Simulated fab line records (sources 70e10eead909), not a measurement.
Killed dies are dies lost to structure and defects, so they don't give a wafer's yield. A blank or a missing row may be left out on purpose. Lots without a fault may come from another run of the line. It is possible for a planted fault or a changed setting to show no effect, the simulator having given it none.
Chamber matching :: flow nand_harc :: rie_diel-03 running NHARC_A_STAIRCASE_ETCH_313: 4 sister chambers
The step etches the open film in CF4/CHF3. 8 wafers are shown with their chamber, then 9 later ones without.

== WAFERS, EACH WITH ITS CHAMBER ==
wafer: L076.3
chamber: 0
showerhead_plenum_p_Torr (Torr): 1.52
drypump_motor_current_A (A): 6.1

wafer: L078.1
chamber: 1
showerhead_plenum_p_Torr (Torr): 1.53
drypump_motor_current_A (A): 6.4

wafer: L084.1
chamber: 2
showerhead_plenum_p_Torr (Torr): 1.47
drypump_motor_current_A (A): 5.9

wafer: L084.2
chamber: 3
showerhead_plenum_p_Torr (Torr): 1.63
drypump_motor_current_A (A): 6.1

wafer: L084.6
chamber: 1
showerhead_plenum_p_Torr (Torr): 1.52
drypump_motor_current_A (A): 6.4

wafer: L082.1
chamber: 2
showerhead_plenum_p_Torr (Torr): 1.47
drypump_motor_current_A (A): 5.9

wafer: L082.3
chamber: 3
showerhead_plenum_p_Torr (Torr): 1.63
drypump_motor_current_A (A): 6.2

wafer: L082.4
chamber: 0
showerhead_plenum_p_Torr (Torr): 1.52
drypump_motor_current_A (A): 6.1

== WAFERS WHOSE CHAMBER IS MISSING ==
wafer: L086.1
showerhead_plenum_p_Torr (Torr): 1.47
drypump_motor_current_A (A): 5.9

wafer: L086.2
showerhead_plenum_p_Torr (Torr): 1.63
drypump_motor_current_A (A): 6.2

wafer: L086.4
showerhead_plenum_p_Torr (Torr): 1.52
drypump_motor_current_A (A): 6.1

wafer: L089.2
showerhead_plenum_p_Torr (Torr): 1.46
drypump_motor_current_A (A): 5.9

wafer: L089.4
showerhead_plenum_p_Torr (Torr): 1.52
drypump_motor_current_A (A): 6.4

wafer: L089.6
showerhead_plenum_p_Torr (Torr): 1.52
drypump_motor_current_A (A): 6.3

wafer: L097.2
showerhead_plenum_p_Torr (Torr): 1.70
drypump_motor_current_A (A): 5.9

wafer: L097.4
showerhead_plenum_p_Torr (Torr): 1.52
drypump_motor_current_A (A): 6.4

wafer: L097.5
showerhead_plenum_p_Torr (Torr): 1.62
drypump_motor_current_A (A): 6.2

== WHICH CHAMBER EACH ONE RAN IN ==
wafer: L086.1
from the rows above: 2
in truth: 2

wafer: L086.2
from the rows above: 3
in truth: 3

wafer: L086.4
from the rows above: 0
in truth: 0

wafer: L089.2
from the rows above: 2
in truth: 2

wafer: L089.4
from the rows above: 1
in truth: 1

wafer: L089.6
from the rows above: 1
in truth: 1

wafer: L097.2
from the rows above: 3
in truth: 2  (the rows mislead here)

wafer: L097.4
from the rows above: 1
in truth: 1

wafer: L097.5
from the rows above: 3
in truth: 3
8 of 9 placed correctly. Can't be placed from these rows: 0. Placed wrongly: 1.
How it was worked out, from the rows above alone: a wafer's distance from a chamber is the root of the sum, over the readings, of the square of ((its reading less the chamber's mean) divided by the reading's scatter). The wafer belongs to the nearest chamber; if the next one is less than 2 further off, it can't be placed. Each chamber's mean is taken over the wafers shown for it. How the scatter is found: for the shown wafers, subtract from each reading the mean of its chamber, square and add these, divide the total by (wafers less chambers), then take the root.
